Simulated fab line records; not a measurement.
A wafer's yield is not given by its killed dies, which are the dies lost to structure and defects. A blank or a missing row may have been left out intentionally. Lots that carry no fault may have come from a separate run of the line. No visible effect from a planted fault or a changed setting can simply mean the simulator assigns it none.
Check of tool commonality | flow nand-harc | 12 lots, 36 wafers sampled

THE REASON FOR OPENING IT
Flagged at NHARC_END_SORT_01: reading killed-at-array, on 2 of 12 lots. No-fault wafers: 26, standard deviation 9.9.
Rule: flag the lot when none of its wafers has a number, or when each of its wafers that has one lies beyond 4 standard deviations from that mean. The other lots count as sound.

lot  | measured     | on        | killed-at-array, wafer by wafer | flag
L649 | day 19 19:42 | prober-01 | 9 10 13                         |
L647 | day 20 05:53 | prober-02 | 33 32 31                        |
L648 | day 20 15:25 | prober-02 | 24 31 25                        |
L650 | day 20 16:10 | prober-01 | 19 20 22                        |
L651 | day 21 09:30 | prober-02 | 16 12 15                        |
L657 | day 22 00:26 | prober-02 | 676 673 674                     | FLAGGED
L656 | day 22 01:08 | prober-01 | 675 676 674                     | FLAGGED
L661 | day 22 22:02 | prober-02 | 26 34 25                        |
L664 | day 23 12:40 | prober-02 | 29 12 15                        |
L663 | day 23 12:43 | prober-01 | 33 39 41                        |
L665 | day 24 00:08 | prober-01 | 29 12 12                        |
L666 | day 24 15:25 | prober-01 | 41 49 44                        |
On average the flagged lots' numbers are 675, which is +649 against the usual, or +66 standard deviations.

TOOL THAT RAN EACH LOT
The record holds 4 process steps before the reading, out of a route of 1159 steps. Each cell gives the tool, then ch followed by the chambers the sampled wafers passed through, then the start.
lot  | flag    | NHARC_A_STAIRCASE_ETCH_170                    | NHARC_A_STAIRCASE_STRIP_171          | NHARC_A_STAIRCASE_ETCH_25                     | NHARC_A_STAIRCASE_ETCH_27
L649 |         | rie-diel-08 ch 0,2,3, day 11 07:36 or earlier | plasma-asher-01 ch 0,1, day 11 07:36 | rie-diel-07 ch 1,3, day 11 11:58 or earlier   | rie-diel-07 ch 0,1, day 11 11:58
L647 |         | rie-diel-07 ch 0,2,3, day 11 08:00 or earlier | plasma-asher-02 ch 0,1, day 11 08:00 | rie-diel-07 ch 1,2,3, day 11 12:16 or earlier | rie-diel-07 ch 0,3, day 11 12:16
L648 |         | rie-diel-02 ch 0,1, day 11 16:44 or earlier   | plasma-asher-01 ch 0,1, day 11 16:44 | rie-diel-02 ch 0,1,3, day 11 20:30 or earlier | rie-diel-02 ch 1,3, day 11 20:30
L650 |         | rie-diel-08 ch 0,2, day 12 02:34 or earlier   | plasma-asher-02 ch 0,1, day 12 02:34 | rie-diel-02 ch 0,3, day 12 06:22 or earlier   | rie-diel-02 ch 1,3, day 12 06:22
L651 |         | rie-diel-08 ch 2,3, day 11 22:30 or earlier   | plasma-asher-02 ch 0,1, day 11 22:30 | rie-diel-07 ch 0,1,2, day 12 02:41 or earlier | rie-diel-07 ch 0,2,3, day 12 02:41
L657 | FLAGGED | rie-diel-08 ch 0,3, day 13 10:05 or earlier   | plasma-asher-01 ch 0,1, day 13 10:05 | rie-diel-02 ch 0,1,2, day 13 13:34 or earlier | rie-diel-02 ch 0,1,2, day 13 13:34
L656 | FLAGGED | rie-diel-08 ch 0,1, day 13 06:04 or earlier   | plasma-asher-02 ch 0,1, day 13 06:04 | rie-diel-02 ch 0,1, day 13 09:50 or earlier   | rie-diel-02 ch 1,3, day 13 09:50
L661 |         | rie-diel-02 ch 2,3, day 14 11:34 or earlier   | plasma-asher-01 ch 0,1, day 14 11:34 | rie-diel-07 ch 0,1, day 14 16:23              | rie-diel-07 ch 0,1,3, day 14 16:38
L664 |         | rie-diel-08 ch 0,2, day 14 22:32 or earlier   | plasma-asher-01 ch 0,1, day 14 22:32 | rie-diel-08 ch 0,2,3, day 15 03:52 or earlier | rie-diel-08 ch 2,3, day 15 03:52
L663 |         | rie-diel-08 ch 1,2, day 14 22:39 or earlier   | plasma-asher-02 ch 0, day 14 22:39   | rie-diel-07 ch 1,3, day 15 02:34 or earlier   | rie-diel-07 ch 0,2, day 15 02:34
L665 |         | rie-diel-02 ch 1,2,3, day 15 08:59 or earlier | plasma-asher-02 ch 0,1, day 15 08:59 | rie-diel-08 ch 0,3, day 15 12:33 or earlier   | rie-diel-08 ch 1,2,3, day 15 12:33
L666 |         | rie-diel-02 ch 0,1, day 15 17:19 or earlier   | plasma-asher-01 ch 0,1, day 15 17:19 | rie-diel-08 ch 2,3, day 15 21:11 or earlier   | rie-diel-08 ch 2,3, day 15 21:11
These steps, and what they do:
- NHARC_A_STAIRCASE_ETCH_170: etches the open film in C4F6/O2, target depth 200 nm, time 66.667 s.
- NHARC_A_STAIRCASE_STRIP_171: strips in O2.
- NHARC_A_STAIRCASE_ETCH_25: etches the open film in C4F8/O2, target depth 100 nm, time 40.5 s.
- NHARC_A_STAIRCASE_ETCH_27: etches the open film in C4F8/O2, target depth 100 nm, time 40.5 s.
- NHARC_END_SORT_01

FLAGGED AGAINST TOTAL, ONE TOOL AT A TIME (gauges that did the reading follow at the end)
step                        | tool            | lots run | flagged | share of the flagged lots | sound lots run after its first flagged lot
NHARC_A_STAIRCASE_ETCH_170  | rie-diel-02     | 4        | 0       | none                      | -
NHARC_A_STAIRCASE_ETCH_170  | rie-diel-07     | 1        | 0       | none                      | -
NHARC_A_STAIRCASE_ETCH_170  | rie-diel-08     | 7        | 2       | all                       | 2 (L664,L663)
NHARC_A_STAIRCASE_STRIP_171 | plasma-asher-01 | 6        | 1       | some                      | 3 (L661,L664,L666)
NHARC_A_STAIRCASE_STRIP_171 | plasma-asher-02 | 6        | 1       | some                      | 2 (L663,L665)
NHARC_A_STAIRCASE_ETCH_25   | rie-diel-02     | 4        | 2       | all                       | 0
NHARC_A_STAIRCASE_ETCH_25   | rie-diel-07     | 5        | 0       | none                      | -
NHARC_A_STAIRCASE_ETCH_25   | rie-diel-08     | 3        | 0       | none                      | -
NHARC_A_STAIRCASE_ETCH_27   | rie-diel-02     | 4        | 2       | all                       | 0
NHARC_A_STAIRCASE_ETCH_27   | rie-diel-07     | 5        | 0       | none                      | -
NHARC_A_STAIRCASE_ETCH_27   | rie-diel-08     | 3        | 0       | none                      | -
NHARC_END_SORT_01           | prober-01       | 6        | 1       | some                      | 3 (L663,L665,L666)
NHARC_END_SORT_01           | prober-02       | 6        | 1       | some                      | 2 (L661,L664)
With no start given for some of its lots, NHARC_A_STAIRCASE_ETCH_170 uses the hours and lot order of NHARC_A_STAIRCASE_STRIP_171. With no start given for some of its lots, NHARC_A_STAIRCASE_ETCH_25 uses the hours and lot order of NHARC_A_STAIRCASE_ETCH_27.

WHAT THE TABLE ALLOWS
All flagged lots were run by 3 table rows, namely rie-diel-08 at NHARC_A_STAIRCASE_ETCH_170, rie-diel-02 at NHARC_A_STAIRCASE_ETCH_25, rie-diel-02 at NHARC_A_STAIRCASE_ETCH_27.
- rie-diel-08 at NHARC_A_STAIRCASE_ETCH_170 ran 7 lots, 2 of them flagged. Lots that were sound ran on it after the first flagged one (L664, L663); a persistent fault on the entire tool would not allow that.
- rie-diel-02 at NHARC_A_STAIRCASE_ETCH_25 ran 4 lots, 2 of them flagged. A fault beginning between L650 (day 12 06:22), its last sound lot, and L656 (day 13 09:50), its first flagged one, fits the data.
- rie-diel-02 at NHARC_A_STAIRCASE_ETCH_27 ran 4 lots, 2 of them flagged. A fault beginning between L650 (day 12 06:22), its last sound lot, and L656 (day 13 09:50), its first flagged one, fits the data. Its own readings (oes-product-au) fall more than 4 standard deviations out on all wafers of the flagged lots.
One tool is left: rie-diel-02 at NHARC_A_STAIRCASE_ETCH_25 and NHARC_A_STAIRCASE_ETCH_27.

WHAT WAS PUT IN BY THE SIMULATOR
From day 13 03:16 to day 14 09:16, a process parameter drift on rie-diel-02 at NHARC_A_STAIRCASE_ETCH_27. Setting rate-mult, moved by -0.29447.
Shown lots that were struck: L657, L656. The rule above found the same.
